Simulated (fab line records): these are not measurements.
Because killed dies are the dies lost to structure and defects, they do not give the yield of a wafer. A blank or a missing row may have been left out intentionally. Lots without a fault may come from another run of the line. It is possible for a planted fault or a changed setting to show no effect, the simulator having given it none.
A single fault, viewed from 2 desks / flow n5-finfet / each desk holds nothing but its own numbers, with what lay behind them at the end

## TOOL OWNER'S DESK, pecvd-02
The tool's own readings at N5_BEOL_M5_ILD_DEP_00 (deposits SiCOH lowk from DEMS/porogen, target thk 140.64 nm, time 25.9 s): means of the sampled wafers that have a number, for each lot that ran on this tool. The brackets show how far a lot's mean lies from the usual mean; more than 4 standard deviations puts the lot out of limits, marked OUT.
Columns: A = heater-power-w at N5_BEOL_M5_ILD_DEP_00, usual 320 W; B = showerhead-plenum-p-Torr at N5_BEOL_M5_ILD_DEP_00, usual 5.746 Torr; C = throttle-valve-pct at N5_BEOL_M5_ILD_DEP_00, usual 13.9 %
lot=L204; first seen here=day 7 23:25; A=296; B=5.746; C=13.6
lot=L206; first seen here=day 8 06:43; A=343; B=5.751; C=13.8
lot=L209; first seen here=day 9 02:35; A=347; B=5.744; C=13.8
lot=L211; first seen here=day 9 04:47; A=335; B=5.742; C=13.7
lot=L214; first seen here=day 10 10:56; A=291; B=5.752; C=13.7
lot=L226; first seen here=day 14 03:35; A=325; B=5.746; C=13.7
This desk found nothing out of limits on any of the 6 lots.

## THE METROLOGY DESK
What the gauges read for every lot (on any tool): the sampled wafers with a number, averaged. The brackets show how far a lot's mean lies from the usual mean; more than 4 standard deviations puts the lot out of limits, marked OUT.
Columns: A = M5_ILD_THK at N5_BEOL_M5_THK_MEAS_01, usual 121.0 nm
lot=L204; first seen here=day 7 23:59; A=121.6
lot=L206; first seen here=day 8 07:19; A=121.4
lot=L207; first seen here=day 8 07:49; A=120.3
lot=L208; first seen here=day 8 22:33; A=120.0
lot=L209; first seen here=day 9 03:10; A=121.7
lot=L211; first seen here=day 9 05:22; A=121.6
lot=L214; first seen here=day 10 11:31; A=116.7
lot=L216; first seen here=day 10 12:50; A=121.1
lot=L217; first seen here=day 11 03:36; A=120.4
lot=L225; first seen here=day 13 14:22; A=120.1
lot=L226; first seen here=day 14 04:10; A=119.8
This desk found nothing out of limits on any of the 11 lots.

## PUT TOGETHER
Nothing out of limits was seen by the tool owner's desk.
Metrology desk: nothing out of limits seen.

## WHAT WAS PUT IN BY THE SIMULATOR
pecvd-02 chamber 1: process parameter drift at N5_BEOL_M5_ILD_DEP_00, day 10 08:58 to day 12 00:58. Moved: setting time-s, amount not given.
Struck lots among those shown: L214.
